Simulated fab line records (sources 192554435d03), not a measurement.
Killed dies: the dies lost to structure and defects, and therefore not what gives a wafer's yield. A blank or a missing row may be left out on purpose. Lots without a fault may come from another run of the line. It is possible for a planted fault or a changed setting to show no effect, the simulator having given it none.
A struck lot beside a sound one + flow n5-finfet + 15 steps out of a route of 1938
Sound: these wafers, L522.1, L522.3, L522.5. The struck wafers were L529.1, L529.3, L529.4. The cause comes at the end.
Order at every step that has rows: each side's tool, ch and its chambers, its first start. Under that, the readings that differ: sound wafers + struck wafers + difference of the means + sigmas: that difference in standard deviations of wafers without a fault.
alike: readings whose means differ by less than 2 such deviations, and words and numbers that are the same on both sides. not compared: withheld readings, readings that some wafer has no value for, bounds like >300 that may hide the same value, and numbers for which the record gives no deviation and whose values overlap.
A row with sigmas, a row that says differs or no value, or rows on one side alone: a step with any of these is where the two part. Numbers that have no deviation but don't overlap get no sigmas and don't part them. A reading that every wafer of one side lacks parts them only if that side has two wafers or more.

first, 8 steps without rows for these wafers: N5_HKMG_FIN_COAT_41 (time 60 s, resist thk 300 nm); N5_HKMG_FIN_COAT_42 (time 60 s, resist thk 35 nm); N5_HKMG_FIN_COAT_43 (resist thk 90 nm); N5_HKMG_FIN_EBR_45; N5_HKMG_FIN_SOFTBAKE_44 (time 60 s); N5_HKMG_FIN_EXPOSE_46 (exposes mask NDIPOLE); N5_HKMG_FIN_PEB_47 (peb time 60 s); N5_HKMG_FIN_DEVELOP_48 (develop time 30 s).
N5_HKMG_FIN_CD_MEAS_49 targets a cd of 202 nm.
  sound on cd-sem-01 ch 0, day 5 05:18; struck on cd-sem-02 ch 0, day 6 18:14
  alike: cd-nm
N5_HKMG_FIN_OVL_MEAS_50:
  sound on overlay-02 ch 0, day 5 05:20; struck on overlay-01 ch 0, day 6 18:16
  alike: NDIPOLE_OVL
N5_HKMG_FIN_INSPECT_61: inspects for defects (macro).
  struck on defect-inspect-01, day 6 18:17; sound on defect-inspect-01, day 5 05:22
  alike: raw-defect-count
N5_HKMG_FIN_DESCUM_53: chemistry O2, time 7.9 s.
  sound on rie-diel-02 ch 0,3, day 5 05:34; struck on rie-diel-02 ch 1,2,3, day 6 18:19
  alike: drypump-motor-current-A, oes-product-au, rf-vpp-V, showerhead-plenum-p-Torr, throttle-valve-pct
  not compared: rf-hours-counter-h
N5_HKMG_FIN_ETCH_54: etches SiARC in CF4, target depth 45.5 nm, time 75.8 s.
  sound on rie-diel-02 ch 0,3, day 5 05:37; struck on rie-diel-02 ch 1,2,3, day 6 18:22
| reading      | sound             | struck            | difference | sigmas |
|--------------|-------------------|-------------------|------------|--------|
| bias-w (W)   | 35.97 36.16 36.13 | 34.27 34.21 34.23 | -1.85      | -19    |
| rf-vpp-V (V) | 186.5 182.9 185.3 | 178.3 177.3 180.4 | -6.2       | -5     |
  alike: drypump-motor-current-A, etch-rf-on-time-s, oes-product-au, showerhead-plenum-p-Torr, throttle-valve-pct
  not compared: rf-hours-counter-h
N5_HKMG_FIN_ETCH_55: etches SOC in N2/H2, target depth 240 nm, time 300 s.
  sound on rie-diel-02 ch 0,3, day 5 05:40; struck on rie-diel-02 ch 1,2,3, day 6 18:25
  alike: bias-w, drypump-motor-current-A, n2-flow-sccm, oes-product-au, rf-vpp-V, showerhead-plenum-p-Torr, throttle-valve-pct
  not compared: rf-hours-counter-h
N5_PASSIVATION_PROBE_49:
  rows exist in the record for the sound wafers here (prober-02, day 13 20:06), none for the struck ones

## WHERE THEY PART
At N5_HKMG_FIN_ETCH_54 first; at N5_PASSIVATION_PROBE_49 last (within this record only).

WHY: the cause the simulator had injected
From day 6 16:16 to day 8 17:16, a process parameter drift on rie-diel-02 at N5_HKMG_FIN_ETCH_54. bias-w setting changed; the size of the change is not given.
